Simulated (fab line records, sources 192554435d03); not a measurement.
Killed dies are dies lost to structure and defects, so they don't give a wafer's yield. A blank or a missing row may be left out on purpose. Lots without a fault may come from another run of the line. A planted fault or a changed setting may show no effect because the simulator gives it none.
Problem report in the 8D (eight disciplines) form, filled by code | flow n5_finfet | the parts of the form that need people (team, actions taken, sign-off) are left out

1. THE PROBLEM
rf_fwd_power_W at N5_MOL_CONTACT_COAG_ETCH_124 reads a mean of 485.9 W on 1 wafer of 1 lot; wafers without a fault read 390.0 W with a standard deviation of 1.8. That is +53 standard deviations from the usual mean.
The step: etches SiNx in CH3F/O2, stops on SiOC, target depth 6.5 nm.
First seen on wafer L541.2, day 8 08:05, on rie_diel-03. The record holds 15 wafers of 5 lots with a number at this step. Rule for "out", or "out of limits": more than 4 standard deviations from the usual mean. The other wafers with a number count as sound.

2. WHAT IT IS AND WHAT IT IS NOT
question                    | is                       | is not
which readings at this step | rf_fwd_power_W, rf_vpp_V | drypump_motor_current_A, oes_product_au, showerhead_plenum_p_Torr, throttle_valve_pct
which lots                  | L541                     | L530, L532, L542, L548
which wafers of those lots  | L541.2                   | L541.5, L541.6
read on which tools         | rie_diel-03              | rie_diel-02, rie_diel-05
when                        | from day 8 08:05         | up to then (8 sound wafers); but 6 sound wafers of L542, L548 came after

3. SUSPECTS, AND WHAT RULES EACH OUT
Counting: a tool at a process step up to the reading stays a suspect if it ran every lot that is out. Sound lots after the first of them don't rule it out here, since some wafers of a struck lot are sound.
- rie_diel-02 at N5_MOL_CONTACT_COAG_DESCUM_45 (chemistry O2, time 7 s): kept. It ran the lot that is out, L541 (day 8 07:35); its last sound lot up to then is L532 (day 5 22:54).
- rie_diel-02 at N5_MOL_CONTACT_COAG_ETCH_66 (etches SiARC in CF4, target depth 13 nm, time 21.7 s): kept. It ran the lot that is out, L541 (day 8 07:38); its last sound lot up to then is L532 (day 5 22:58).
- ald_sin-03 at N5_MOL_CONTACT_COAG_ALD_133 (deposits SiO2, target thk 5 nm, pulse time 1 s, co reactant pulse time 1 s): kept. It ran the lot that is out, L541 (day 8 07:43).
- rie_diel-03 at N5_MOL_CONTACT_COAG_ETCH_67 (etches SOC in N2/H2, target depth 60 nm, overetch 21 nm, time 101.2 s): kept. It ran the lot that is out, L541 (day 8 07:56); its last sound lot up to then is L532 (day 5 23:31).
- rie_diel-03 at N5_MOL_CONTACT_COAG_VIA_ETCH_117 (etches SiO2 in C4F6/O2, target depth 40 nm, overetch 8 nm, time 26 s): kept. It ran the lot that is out, L541 (day 8 08:04); its last sound lot up to then is L532 (day 5 23:38).
- rie_diel-03 at N5_MOL_CONTACT_COAG_ETCH_124 (etches SiNx in CH3F/O2, stops on SiOC, target depth 6.5 nm): kept. It ran the lot that is out, L541 (day 8 08:05); its last sound lot up to then is L532 (day 5 23:40). Its own readings are out on those wafers: rf_fwd_power_W, rf_vpp_V.
- Within ald_sin-03 at N5_MOL_CONTACT_COAG_ALD_133: the wafers that are out ran in chamber 1; their sound lot-mates ran in chambers 0, 3.
- Within rie_diel-03 at N5_MOL_CONTACT_COAG_ETCH_67: the wafers that are out ran in chamber 1; their sound lot-mates ran in chambers 0, 3.
- Within rie_diel-03 at N5_MOL_CONTACT_COAG_VIA_ETCH_117: the wafers that are out ran in chamber 1; their sound lot-mates ran in chambers 0, 3.
- Within rie_diel-03 at N5_MOL_CONTACT_COAG_ETCH_124: the wafers that are out ran in chamber 1; their sound lot-mates ran in chambers 0, 3.
Left after counting: rie_diel-02 at N5_MOL_CONTACT_COAG_DESCUM_45, rie_diel-02 at N5_MOL_CONTACT_COAG_ETCH_66, ald_sin-03 at N5_MOL_CONTACT_COAG_ALD_133, rie_diel-03 at N5_MOL_CONTACT_COAG_ETCH_67, rie_diel-03 at N5_MOL_CONTACT_COAG_VIA_ETCH_117, rie_diel-03 at N5_MOL_CONTACT_COAG_ETCH_124.

4. THE CAUSE (what the simulator had put in)
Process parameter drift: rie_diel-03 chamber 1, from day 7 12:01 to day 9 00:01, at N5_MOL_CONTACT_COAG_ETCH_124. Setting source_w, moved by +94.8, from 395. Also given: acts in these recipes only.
Counting left 6 suspects, and this tool is among them.

5. THE CHAIN OF EFFECTS, in route order
Each row: a reading whose mean over the struck wafers that have a number lies more than 3 standard deviations from the usual. Only readings for which the record gives a usual standard deviation are gone through. hours: the time from each lot's start at the first step in this table that gives one to its start at this step, as a median over the lots. sigmas: the change in usual standard deviations.
hours | step                         | reading        | usual   | on struck wafers | change | sigmas
0     | N5_MOL_CONTACT_COAG_ETCH_124 | rf_fwd_power_W | 390.0 W | 485.9            | +95.9  | +53
0     | N5_MOL_CONTACT_COAG_ETCH_124 | rf_vpp_V       | 298.8 V | 271.1            | -27.7  | -9.2
The process steps in it:
- N5_MOL_CONTACT_COAG_ETCH_124: etches SiNx in CH3F/O2, stops on SiOC, target depth 6.5 nm.
Later measuring or inspecting steps at which every struck wafer that the step has a row for has a number for every such reading, and none has moved that far: N5_BEOL_M4_RC_MEAS_101.

6. WHAT WOULD HAVE CAUGHT IT SOONER
In this record the first reading out of limits was taken at day 8 08:05, 20 hours after the fault began at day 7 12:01.
